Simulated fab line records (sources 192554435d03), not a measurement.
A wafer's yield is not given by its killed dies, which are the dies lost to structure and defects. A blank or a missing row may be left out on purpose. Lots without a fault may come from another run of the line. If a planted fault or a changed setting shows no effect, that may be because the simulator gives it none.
fab line records	flow n5-finfet
record: lots: 7	wafers: 21
route steps=1938 shown BEOL_M1@758 BEOL_M3@957 BEOL_M4@1040 BEOL_M5@1160
start-h: the number of hours between the record's first day and the start of the first shown wafer of the lot	wait-h: hours elapsed since this lot's preceding step	" same as the row above	L1.1+2: several wafers, shown together as one row	- no value, or no start was given	* or withheld: withheld	< > ~ a bound
route shown NAME@n: a module of which the file shows steps, and the number in the route of the first	usual: mean and standard deviation over wafers with no fault	same: alike in all rows	chamber/n: place in a boat	sites: the reading at each site	_std_site: how widely they spread, as a standard deviation	_edge_site: the outer-site mean with the inner-site mean subtracted	radius-mm: how far each site lies from the wafer's centre	mask NAME#n: copy n	behind: the tool/chamber that last shaped the wafer	hold: why the lot went on hold/how many hours it stayed there/how the hold came to an end	device: transistor that didn't switch, given as n, p or np	end of line: tests run on the same wafers once the route is complete	a step given without rows: its recipe and nothing more	killed: count of dies lost to structure and defects at first sort (not the wafer's yield)	map: shows each die of a wafer: x if killed, . if not, _ if none is there
set.NAME: the setting that was run; set.NAME@STEP: the one run at that earlier step	model.NAME: the simulator's own value behind a step, which no gauge read
lots where settings were altered on purpose, with a table for each step and a row for each wafer
== steps ==
step: N5_BEOL_M1_COAT_05
recipe: resist: CAR-EUV	spin-rpm: 1500	resist-thk-nm: 30
lot.wafer	tool	chamber	start-h	wait-h	set.spin-rpm	model.CAR-EUV_of_BEOL_M1_COAT_05.thk-nm
L077.2+4+6	litho-track-01	0	-	-	1500	30
L081.1+3	litho-track-04	0	-	-	1500	30
L081.2	"	0	"	"	1566	29.4
L087.1+6	litho-track-02	0	-	-	1500	30
L087.3	"	0	"	"	1574	29.2
L088.3	litho-track-01	0	-	-	1500	30
L088.4	"	0	"	"	1417	31
L088.5	"	0	"	"	1417	30.8
L089.2+3	litho-track-01	0	-	-	1638	28.8
L089.4	"	0	"	"	1500	30
L094.2+5+6	litho-track-04	0	-	-	1500	30
L097.1	litho-track-02	0	-	-	1445	30.6
L097.2	"	0	"	"	1445	30.8
L097.3	"	0	"	"	1500	30.2
step: N5_BEOL_M1_EBR_07
recipe: solvent: PGMEA	ebr-width-mm: 1.5
step: N5_BEOL_M1_SOFTBAKE_06
recipe: temp-c: 110	time-s: 60	resist: CAR-EUV
step: N5_BEOL_M1_DESCUM_16
recipe: chemistry: O2	time-s: 7	source-power-w: 50	bias-power-w: 20	pressure-mtorr: 20	rf-frequency-hz: 2.712e+07	temp-c: 40	resist: CAR-EUV	o2-flow-sccm: 225
step: N5_BEOL_M1_ETCH_74
recipe: chemistry: N2/H2	target: underlayer	target-depth-a: 65	mask-material: CAR-EUV	time-s: 5.2	ion-energy-ev: 200	pressure-mtorr: 30	source-w: 840	bias-w: 150	n2-flow-sccm: 200	h2-flow-sccm: 200	ends: cleared
step: N5_BEOL_M1_ETCH_63
recipe: chemistry: CF4	target: SiARC	target-depth-a: 156	mask-material: CAR-EUV	time-s: 26	ion-energy-ev: 80	pressure-mtorr: 40	source-w: 545	bias-w: 36	Ar_flow_sccm: 100	cf4-flow-sccm: 100	ends: cleared
lot.wafer	tool	chamber	start-h	wait-h	set.spin-rpm@BEOL_M1_COAT_05	model.CAR-EUV_of_BEOL_M1_COAT_05.thk-nm
L077.2+6	rie-diel-05	2,3	139.70	0.0	1500	11.2
L077.4	"	0	"	"	1500	11
L081.1+3	rie-diel-03	2,1	165.28	0.0	1500	11.2
L081.2	"	0	"	"	1566	10.6
L087.1	rie-diel-03	0	206.46	0.0	1500	11
L087.3	"	1	"	"	1574	10.4
L087.6	"	2	"	"	1500	11.2
L088.3	rie-diel-05	1	213.19	0.0	1500	11.2
L088.4+5	"	2,1	"	"	1417	12
L089.2+3	rie-diel-03	1,2	215.91	0.0	1638	9.8
L089.4	"	3	"	"	1500	11.2
L094.2+5	rie-diel-04	1,3	245.74	0.0	1500	11.2
L094.6	"	0	"	"	1500	11
L097.1	rie-diel-04	2	264.61	0.0	1445	11.8
L097.2	"	0	"	"	1445	12
L097.3	"	3	"	"	1500	11.4
step: N5_BEOL_M1_ETCH_64
recipe: chemistry: N2/H2	target: SOC	target-depth-a: 750	overetch-a: 150	mask-material: SiARC	temp-c: 40	time-s: 112.5	ion-energy-ev: 200	pressure-mtorr: 30	source-w: 840	bias-w: 150	n2-flow-sccm: 200	h2-flow-sccm: 200
step: N5_BEOL_M1_STRIP_65
recipe: chemistry: N2/H2	temp-c: 40	n2-flow-sccm: 200	h2-flow-sccm: 200	rf-frequency-hz: 6e+07
step: N5_BEOL_M1_STRIP_75
recipe: chemistry: N2/H2	temp-c: 40	n2-flow-sccm: 200	h2-flow-sccm: 200	rf-frequency-hz: 6e+07
step: N5_BEOL_M1_STRIP_66
recipe: chemistry: CF4	resist: SiARC	power-w: 300	bias-power-w: 75	pressure-mtorr: 50	cf4-flow-sccm: 150	rf-frequency-hz: 6e+07
step: N5_BEOL_M1_HM_OPEN_17
recipe: chemistry: Cl2/BCl3	target-depth-a: 200	overetch-a: 60	target: TiN	mask-material: SOC	ion-energy-ev: 150	pressure-mtorr: 10	icp-w: 1000	bias-w: 126	Cl2_flow_sccm: 53.25	bcl3-flow-sccm: 21.75	Ar_flow_sccm: 25
lot.wafer	tool	chamber	start-h	wait-h	set.target-thk-a@BEOL_M1_HM_DEP_02	model.etch.depth-nm
L077.2	rie-metal-03	1	139.91	0.0	200	20.09
L077.4	"	1	"	"	200	20.04
L077.6	"	0	"	"	200	20.23
L081.1	rie-metal-01	1	165.47	0.0	200	19.95
L081.2	"	0	"	"	200	20.04
L081.3	"	1	"	"	200	20.06
L087.1	rie-metal-02	0	206.66	0.0	200	19.91
L087.3	"	1	"	"	200	19.68
L087.6	"	0	"	"	200	19.8
L088.3	rie-metal-02	0	213.41	0.1	200	19.99
L088.4	"	1	"	"	209.2	21.09
L088.5	"	1	"	"	200	19.84
L089.2	rie-metal-02	0	216.10	0.0	200	20.14
L089.3	"	1	"	"	200	19.83
L089.4	"	0	"	"	200	19.64
L094.2	rie-metal-02	1	245.94	0.0	218.9	21.69
L094.5	"	1	"	"	200	20.27
L094.6	"	0	"	"	200	19.98
L097.1	rie-metal-02	1	264.80	0.0	200	19.82
L097.2	"	1	"	"	200	19.85
L097.3	"	1	"	"	210.2	21.35
step: N5_BEOL_M1_STRIP_19
recipe: chemistry: O2	power-w: 400	temp-c: 40	pressure-mtorr: 30	rf-frequency-hz: 6e+07	bias-power-w: 0	overash-fraction: 0.2	o2-flow-sccm: 225
step: N5_BEOL_M1_STRIP_83
recipe: chemistry: C4F6/O2	resist: SiARC	rf-frequency-hz: 6e+07
step: N5_BEOL_M1_STRIP_36
recipe: chemistry: N2/H2	power-w: 450	temp-c: 40	pressure-mtorr: 20	rf-frequency-hz: 6e+07	overash-fraction: 0.3	bias-power-w: 7	h2-frac: 0.5	n2-flow-sccm: 200	h2-flow-sccm: 200
step: N5_BEOL_M1_TRENCH_ETCH_37
recipe: chemistry: C4F6/O2	target-depth-a: 552.07	target: SiOC	time-s: 29	ion-energy-ev: 250	pressure-mtorr: 30	source-w: 355	bias-w: 185	Ar_flow_sccm: 300	C4F6_flow_sccm: 10	O2_flow_sccm: 10
lot.wafer	tool	chamber	start-h	wait-h	set.target-thk-a@BEOL_M1_HM_DEP_02	model.TiN_of_BEOL_M1_HM_DEP_02.thk-nm
L077.2+4+6	rie-diel-03	0,3,2	-	-	200	17.8
L081.1	rie-diel-04	0	-	-	200	17.6
L081.2+3	"	1,3	"	"	200	17.8
L087.1+6	rie-diel-05	0,3	-	-	200	17.6
L087.3	"	2	"	"	200	17.4
L088.3+5	rie-diel-05	1,0	-	-	200	17.6
L088.4	"	0	"	"	209.2	18.8
L089.2	rie-diel-03	1	-	-	200	17.8
L089.3	"	0	"	"	200	17.6
L089.4	"	1	"	"	200	17.4
L094.2	rie-diel-05	0	-	-	218.9	19.4
L094.5	"	1	"	"	200	17.8
L094.6	"	2	"	"	200	17.6
L097.1	rie-diel-03	0	-	-	200	17.6
L097.2	"	2	"	"	200	17.4
L097.3	"	1	"	"	210.2	19.2
step: N5_BEOL_M3_COAT_67
recipe: resist: SOC	temp-c: 250	time-s: 60	spin-rpm: 1500	resist-thk-nm: 60
lot.wafer	tool	chamber	start-h	wait-h	set.spin-rpm	model.SOC_of_BEOL_M3_COAT_67.thk-nm
L077.2+6	litho-track-04	0	155.80	0.0	1500	60.2
L077.4	"	0	"	"	1500	60.4
L081.1	litho-track-05	0	202.31	0.0	1360	63
L081.2	"	0	"	"	1500	60
L081.3	"	0	"	"	1360	63.2
L087.1	litho-track-04	0	230.56	0.0	1668	56.6
L087.3	"	0	"	"	1668	56.8
L087.6	"	0	"	"	1500	59.8
L088.3+4	litho-track-02	0	235.67	0.0	1500	60
L088.5	"	0	"	"	1500	59.8
L089.2	litho-track-05	0	240.67	0.0	1500	60.2
L089.3	"	0	"	"	1406	62.2
L089.4	"	0	"	"	1406	62
L094.2+5	litho-track-02	0	281.30	0.0	1500	60.2
L094.6	"	0	"	"	1391	62.4
L097.1	litho-track-02	0	320.56	0.0	1500	60
L097.2	"	0	"	"	1593	58.2
L097.3	"	0	"	"	1593	58.4
step: N5_BEOL_M3_EXPOSE_25
recipe: mask-id: V2	na: 0.33	source-shape: quasar	sigma-inner: 0.2	sigma-outer: 0.8	polarization: unpolarized	defocus-nm: 5	dose-mj: 63
lot.wafer	tool	chamber	start-h	wait-h	mask	set.dose-mj
L077.2+4+6	euv-scanner-02	0	155.97	-	V2#0	63
L081.1+2+3	euv-scanner-02	0	202.57	-	V2#0	63
L087.1+6	euv-scanner-02	0	230.69	-	V2#0	63
L087.3	"	0	"	"	V2#0	58.65
L088.3+4+5	euv-scanner-01	0	235.95	-	V2#0	63
L089.2+3	euv-scanner-02	0	240.94	-	V2#0	63
L089.4	"	0	"	"	V2#0	65.56
L094.2+6	euv-scanner-01	0	281.45	-	V2#0	64.8
L094.5	"	0	"	"	V2#0	63
L097.1+2	euv-scanner-02	0	320.88	-	V2#0	63
L097.3	"	0	"	"	V2#0	60.6
step: N5_BEOL_M3_PEB_26
recipe: peb-temp-c: 100	peb-time-s: 60	resist: CAR-EUV
step: N5_BEOL_M3_DEVELOP_27
recipe: develop-time-s: 30	developer: TMAH	resist: CAR-EUV	rinse-liquid: surfactant-rinse	dry: air-spin	dev-temp-c: 23
step: N5_BEOL_M3_CD_MEAS_28
recipe: target-cd-nm: 25.7	landing-energy-ev: 500	detector: se-inlens	target-cd-y-nm: 23.3	polarity: opening
usual: cd-nm: 25.60/0.24
lot.wafer	tool	chamber	start-h	wait-h	set.dose-mj@BEOL_M3_EXPOSE_25	cd-nm
L077.2	cd-sem-03	0	156.11	-	63	25.99
L077.4	"	0	"	"	63	25.43
L077.6	"	0	"	"	63	25.62
L081.1	cd-sem-03	0	202.72	-	63	25.80
L081.2	"	0	"	"	63	25.70
L081.3	"	0	"	"	63	25.55
L087.1	cd-sem-02	0	230.84	-	63	25.94
L087.3	"	0	"	"	58.65	24.51
L087.6	"	0	"	"	63	25.86
L088.3	cd-sem-02	0	236.08	-	63	25.39
L088.4	"	0	"	"	63	25.67
L088.5	"	0	"	"	63	25.44
L089.2	cd-sem-01	0	241.08	-	63	25.51
L089.3	"	0	"	"	63	25.61
L089.4	"	0	"	"	65.56	26.16
L094.2	cd-sem-01	0	281.59	-	64.8	26.02
L094.5	"	0	"	"	63	25.67
L094.6	"	0	"	"	64.8	25.98
L097.1	cd-sem-03	0	321.03	-	63	25.62
L097.2	"	0	"	"	63	25.93
L097.3	"	0	"	"	60.6	24.95
step: N5_BEOL_M3_ALD_98
recipe: material: SiO2	target-thk-a: 25	temp-c: 100	ald-precursor-family: BDEAS	ald-co-reactant: O2-plasma	pulse-time-s: 1	co-reactant-pulse-time-s: 1	purge-time-s: 2	co-reactant-purge-time-s: 2	ald-cycles: 17	pressure-torr: 2
step: N5_BEOL_M3_ETCHBACK_99
recipe: chemistry: CHF3	target: SiO2	target-depth-a: 50	time-s: 10.4	source-w: 215	bias-w: 47	Ar_flow_sccm: 200	CHF3_flow_sccm: 12	ion-energy-ev: 100	pressure-mtorr: 30
step: N5_BEOL_M3_ETCH_70
recipe: chemistry: N2/H2	target: SOC	target-depth-a: 800	overetch-a: 160	mask-material: SiARC	temp-c: 40	time-s: 120	ion-energy-ev: 200	pressure-mtorr: 30	source-w: 840	bias-w: 150	n2-flow-sccm: 200	h2-flow-sccm: 200
lot.wafer	tool	chamber	start-h	wait-h	set.spin-rpm@BEOL_M3_COAT_67	model.etch.depth-nm
L077.2	rie-diel-03	1	158.48	0.0	1500	60.15
L077.4	"	2	"	"	1500	60.3
L077.6	"	2	"	"	1500	60.14
L081.1	rie-diel-03	2	211.56	0.0	1360	63.08
L081.2	"	3	"	"	1500	60.02
L081.3	"	1	"	"	1360	63.28
L087.1	rie-diel-03	1	239.52	0.0	1668	56.67
L087.3	"	0	"	"	1668	56.73
L087.6	"	3	"	"	1500	59.87
L088.3	rie-diel-03	0	243.62	0.0	1500	59.95
L088.4	"	1	"	"	1500	59.92
L088.5	"	0	"	"	1500	59.86
L089.2	rie-diel-04	1	244.22	0.0	1500	60.17
L089.3	"	3	"	"	1406	62.2
L089.4	"	2	"	"	1406	62.1
L094.2	rie-diel-05	2	286.37	0.0	1500	60.1
L094.5	"	0	"	"	1500	60.12
L094.6	"	3	"	"	1391	62.35
L097.1	rie-diel-03	1	328.98	0.0	1500	60.09
L097.2	"	0	"	"	1593	58.25
L097.3	"	3	"	"	1593	58.32
step: N5_BEOL_M3_STRIP_71
recipe: chemistry: N2/H2	temp-c: 40	n2-flow-sccm: 200	h2-flow-sccm: 200	rf-frequency-hz: 6e+07
step: N5_BEOL_M3_STRIP_78
recipe: chemistry: N2/H2	temp-c: 40	n2-flow-sccm: 200	h2-flow-sccm: 200	rf-frequency-hz: 6e+07
step: N5_BEOL_M3_VIA_ETCH_34
recipe: chemistry: C4F6/O2	target-depth-a: 694	mask-material: SOC	pressure-mtorr: 15	ion-energy-ev: 250	taper-deg: 4	time-s: 65.9	source-w: 350	bias-w: 170	Ar_flow_sccm: 300	C4F6_flow_sccm: 10	O2_flow_sccm: 10
lot.wafer	tool	chamber	start-h	wait-h	set.spin-rpm@BEOL_M3_COAT_67	model.SOC_of_BEOL_M3_COAT_67.thk-nm
L077.2	rie-diel-03	1	158.64	0.0	1500	51.8
L077.4	"	2	"	"	1500	52.2
L077.6	"	2	"	"	1500	52
L081.1	rie-diel-03	2	211.66	0.0	1360	55
L081.2	"	3	"	"	1500	51.8
L081.3	"	1	"	"	1360	55.2
L087.1+3	rie-diel-03	1,0	239.62	0.0	1668	48.6
L087.6	"	3	"	"	1500	51.6
L088.3+4+5	rie-diel-03	0,1,0	243.72	0.0	1500	51.8
L089.2	rie-diel-04	1	244.32	0.0	1500	52.4
L089.3	"	3	"	"	1406	54.2
L089.4	"	2	"	"	1406	54
L094.2	rie-diel-05	2	286.47	0.0	1500	51.8
L094.5	"	0	"	"	1500	52
L094.6	"	3	"	"	1391	54.4
L097.1	rie-diel-03	1	329.08	0.0	1500	52
L097.2	"	0	"	"	1593	50.2
L097.3	"	3	"	"	1593	50
step: N5_BEOL_M4_ETCH_64
recipe: chemistry: N2/H2	target: SOC	target-depth-a: 750	overetch-a: 225	mask-material: SiARC	temp-c: 40	time-s: 121.9	ion-energy-ev: 200	pressure-mtorr: 30	source-w: 840	bias-w: 150	n2-flow-sccm: 200	h2-flow-sccm: 200
usual: rf-vpp-V: 523.7/2
lot.wafer	tool	chamber	start-h	wait-h	set.bias-w	rf-vpp-V
L077.2	rie-diel-01	2	164.88	0.0	150	525.3
L077.4	"	3	"	"	150	523.5
L077.6	"	3	"	"	150	524.3
L081.1	rie-diel-06	3	217.08	0.0	124.4	461.3
L081.2	"	0	"	"	150	525.2
L081.3	"	1	"	"	150	523.0
L087.1	rie-diel-01	0	248.25	0.0	164.5	554.5
L087.3	"	3	"	"	150	524.4
L087.6	"	2	"	"	164.5	555.7
L088.3	rie-diel-06	2	249.01	0.0	150	526.6
L088.4	"	3	"	"	150	519.1
L088.5	"	2	"	"	150	525.3
L089.2	rie-diel-01	2	251.85	0.0	150	523.6
L089.3	"	1	"	"	150	525.6
L089.4	"	0	"	"	150	522.9
L094.2	rie-diel-02	0	293.50	0.0	150	519.5
L094.5	"	2	"	"	150	519.9
L094.6	"	1	"	"	150	523.3
L097.1	rie-diel-01	3	335.07	0.0	150	523.2
L097.2	"	0	"	"	141	503.5
L097.3	"	1	"	"	141	503.8
step: N5_BEOL_M4_COAT_67
recipe: resist: SOC	temp-c: 250	time-s: 60	spin-rpm: 1500	resist-thk-nm: 60
lot.wafer	tool	chamber	start-h	wait-h	set.spin-rpm	model.SOC_of_BEOL_M4_COAT_67.thk-nm
L077.2+6	litho-track-01	0	165.27	0.0	1500	60
L077.4	"	0	"	"	1500	59.8
L081.1+2	litho-track-03	0	217.50	0.0	1500	60
L081.3	"	0	"	"	1500	59.6
L087.1	litho-track-04	0	248.64	0.0	1667	57
L087.3+6	"	0	"	"	1667	57.2
L088.3	litho-track-04	0	249.49	0.0	1500	60
L088.4+5	"	0	"	"	1377	62.6
L089.2+3+4	litho-track-03	0	252.35	0.0	1500	60.2
L094.2	litho-track-04	0	293.89	0.0	1637	57.6
L094.5	"	0	"	"	1500	60
L094.6	"	0	"	"	1500	60.2
L097.1	litho-track-03	0	335.48	0.0	1434	61.2
L097.2	"	0	"	"	1500	60
L097.3	"	0	"	"	1434	61.4
step: N5_BEOL_M4_COAT_68
recipe: resist: SiARC	temp-c: 220	time-s: 60	spin-rpm: 1500	resist-thk-nm: 12
step: N5_BEOL_M4_COAT_76
recipe: resist: underlayer	temp-c: 205	time-s: 60	spin-rpm: 1500	resist-thk-nm: 5
step: N5_BEOL_M4_ALD_98
recipe: material: SiO2	target-thk-a: 25	temp-c: 100	ald-precursor-family: BDEAS	ald-co-reactant: O2-plasma	pulse-time-s: 1	co-reactant-pulse-time-s: 1	purge-time-s: 2	co-reactant-purge-time-s: 2	ald-cycles: 17	pressure-torr: 2
step: N5_BEOL_M4_ETCHBACK_99
recipe: chemistry: CHF3	target: SiO2	target-depth-a: 50	time-s: 10.4	source-w: 215	bias-w: 47	Ar_flow_sccm: 200	CHF3_flow_sccm: 12	ion-energy-ev: 100	pressure-mtorr: 30
step: N5_BEOL_M4_ETCH_70
recipe: chemistry: N2/H2	target: SOC	target-depth-a: 800	overetch-a: 240	mask-material: SiARC	temp-c: 40	time-s: 130	ion-energy-ev: 200	pressure-mtorr: 30	source-w: 840	bias-w: 150	n2-flow-sccm: 200	h2-flow-sccm: 200
lot.wafer	tool	chamber	start-h	wait-h	set.spin-rpm@BEOL_M4_COAT_67	model.etch.depth-nm
L077.2	rie-diel-06	3	172.80	0.0	1500	60.06
L077.4	"	1	"	"	1500	59.83
L077.6	"	2	"	"	1500	60.02
L081.1	rie-diel-02	1	222.67	0.0	1500	59.94
L081.2	"	2	"	"	1500	60.03
L081.3	"	3	"	"	1500	59.64
L087.1	rie-diel-06	0	250.44	0.0	1667	56.99
L087.3	"	3	"	"	1667	57.12
L087.6	"	1	"	"	1667	57.11
L088.3	rie-diel-02	3	251.02	0.0	1500	59.93
L088.4	"	2	"	"	1377	62.67
L088.5	"	2	"	"	1377	62.61
L089.2	rie-diel-02	2	257.99	0.0	1500	60.17
L089.3	"	3	"	"	1500	60.22
L089.4	"	0	"	"	1500	60.28
L094.2	rie-diel-02	1	316.30	0.0	1637	57.62
L094.5	"	3	"	"	1500	60.03
L094.6	"	0	"	"	1500	60.18
L097.1	rie-diel-01	2	343.38	0.0	1434	61.26
L097.2	"	0	"	"	1500	59.94
L097.3	"	1	"	"	1434	61.38
step: N5_BEOL_M4_STRIP_71
recipe: chemistry: N2/H2	temp-c: 40	n2-flow-sccm: 200	h2-flow-sccm: 200	rf-frequency-hz: 6e+07
step: N5_BEOL_M4_STRIP_78
recipe: chemistry: N2/H2	temp-c: 40	n2-flow-sccm: 200	h2-flow-sccm: 200	rf-frequency-hz: 6e+07
step: N5_BEOL_M4_VIA_ETCH_34
recipe: chemistry: C4F6/O2	target-depth-a: 694	mask-material: SOC	pressure-mtorr: 15	ion-energy-ev: 250	taper-deg: 4	time-s: 65.9	source-w: 350	bias-w: 170	Ar_flow_sccm: 300	C4F6_flow_sccm: 10	O2_flow_sccm: 10
lot.wafer	tool	chamber	start-h	wait-h	set.spin-rpm@BEOL_M4_COAT_67	model.SOC_of_BEOL_M4_COAT_67.thk-nm
L077.2+6	rie-diel-06	3,2	172.91	0.0	1500	52.2
L077.4	"	1	"	"	1500	51.8
L081.1	rie-diel-02	1	222.78	0.0	1500	51.8
L081.2	"	2	"	"	1500	52
L081.3	"	3	"	"	1500	51.6
L087.1+3	rie-diel-06	0,3	250.55	0.0	1667	49
L087.6	"	1	"	"	1667	48.8
L088.3	rie-diel-02	3	251.13	0.0	1500	51.8
L088.4+5	"	2	"	"	1377	54.6
L089.2+3	rie-diel-02	2,3	258.09	0.0	1500	52
L089.4	"	0	"	"	1500	52.2
L094.2	rie-diel-02	1	316.41	0.0	1637	49.4
L094.5	"	3	"	"	1500	52
L094.6	"	0	"	"	1500	52.2
L097.1+3	rie-diel-01	2,1	343.49	0.0	1434	53.2
L097.2	"	0	"	"	1500	52
step: N5_BEOL_M5_TRENCH_ETCH_37
recipe: chemistry: C4F6/O2	target-depth-a: 716.52	target: SiCOH_lowk	time-s: 24.7	ion-energy-ev: 250	pressure-mtorr: 30	source-w: 345	bias-w: 185	Ar_flow_sccm: 300	C4F6_flow_sccm: 10	O2_flow_sccm: 10
lot.wafer	tool	chamber	start-h	wait-h	set.time-s	model.etch.depth-nm	model.BEOL_M5.feature-depth-nm
L077.2	rie-diel-05	3	-	-	24.7	71.59	71.6
L077.4	"	3	"	"	24.7	71.03	71
L077.6	"	1	"	"	24.7	72.75	72.8
L081.1	rie-diel-03	1	-	-	22.77	65.23	65.2
L081.2	"	3	"	"	24.7	72.05	72
L081.3	"	0	"	"	24.7	72.16	72.2
L087.1	rie-diel-05	1	-	-	24.7	72.11	72.2
L087.3	"	2	"	"	24.7	73.05	73
L087.6	"	0	"	"	19.26	54.85	54.8
L088.3	rie-diel-04	0	-	-	24.7	70.4	70.4
L088.4	"	1	"	"	20.14	56.5	56.6
L088.5	"	0	"	"	24.7	71.43	71.4
L089.2	rie-diel-04	2	-	-	24.7	70.72	70.8
L089.3	"	0	"	"	24.7	71.57	71.6
L089.4	"	3	"	"	24.7	70.3	70.4
L094.2+5	rie-diel-03	2	-	-	24.7	75.36	75.4
L094.6	"	1	"	"	28.81	81.96	82
L097.1	rie-diel-03	2	-	-	22.19	66.37	66.4
L097.2	"	3	"	"	24.7	72.25	72.2
L097.3	"	1	"	"	22.19	62.98	63
== key ==
split: step: N5_BEOL_M1_COAT_05	setting: spin-rpm	stated: 1500	by: wafer
response: step: N5_BEOL_M1_COAT_05	reading: model.CAR-EUV_of_BEOL_M1_COAT_05.thk-nm	change: -0.142	per: 1%	r: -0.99
response: step: N5_BEOL_M1_ETCH_63	reading: model.CAR-EUV_of_BEOL_M1_COAT_05.thk-nm	change: -0.146	per: 1%	r: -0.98
split: step: N5_BEOL_M3_COAT_67	setting: spin-rpm	stated: 1500	by: wafer
response: step: N5_BEOL_M3_COAT_67	reading: model.SOC_of_BEOL_M3_COAT_67.thk-nm	change: -0.298	per: 1%	r: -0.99
response: step: N5_BEOL_M3_ETCH_70	reading: model.etch.depth-nm	change: -0.306	per: 1%	r: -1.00
response: step: N5_BEOL_M3_VIA_ETCH_34	reading: model.SOC_of_BEOL_M3_COAT_67.thk-nm	change: -0.306	per: 1%	r: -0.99
split: step: N5_BEOL_M3_EXPOSE_25	setting: dose-mj	stated: 63	by: wafer
response: step: N5_BEOL_M3_CD_MEAS_28	reading: cd-nm	change: +0.186	per: 1%	r: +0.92
split: step: N5_BEOL_M4_ETCH_64	setting: bias-w	stated: 150	by: wafer
response: step: N5_BEOL_M4_ETCH_64	reading: rf-vpp-V	change: +3.53	per: 1%	r: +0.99
split: step: N5_BEOL_M4_COAT_67	setting: spin-rpm	stated: 1500	by: wafer
response: step: N5_BEOL_M4_COAT_67	reading: model.SOC_of_BEOL_M4_COAT_67.thk-nm	change: -0.293	per: 1%	r: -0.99
response: step: N5_BEOL_M4_ETCH_70	reading: model.etch.depth-nm	change: -0.3	per: 1%	r: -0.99
response: step: N5_BEOL_M4_VIA_ETCH_34	reading: model.SOC_of_BEOL_M4_COAT_67.thk-nm	change: -0.311	per: 1%	r: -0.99
split: step: N5_BEOL_M5_TRENCH_ETCH_37	setting: time-s	stated: 24.7	by: wafer
response: step: N5_BEOL_M5_TRENCH_ETCH_37	reading: model.etch.depth-nm	change: +0.708	per: 1%	r: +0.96
response: step: N5_BEOL_M5_TRENCH_ETCH_37	reading: model.BEOL_M5.feature-depth-nm	change: +0.707	per: 1%	r: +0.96
split outside-this-file step=N5_BEOL_M1_HM_DEP_02 setting=target-thk-a
split outside-this-file: this setting was split too, and the file shows its column; the key of that split is in another file
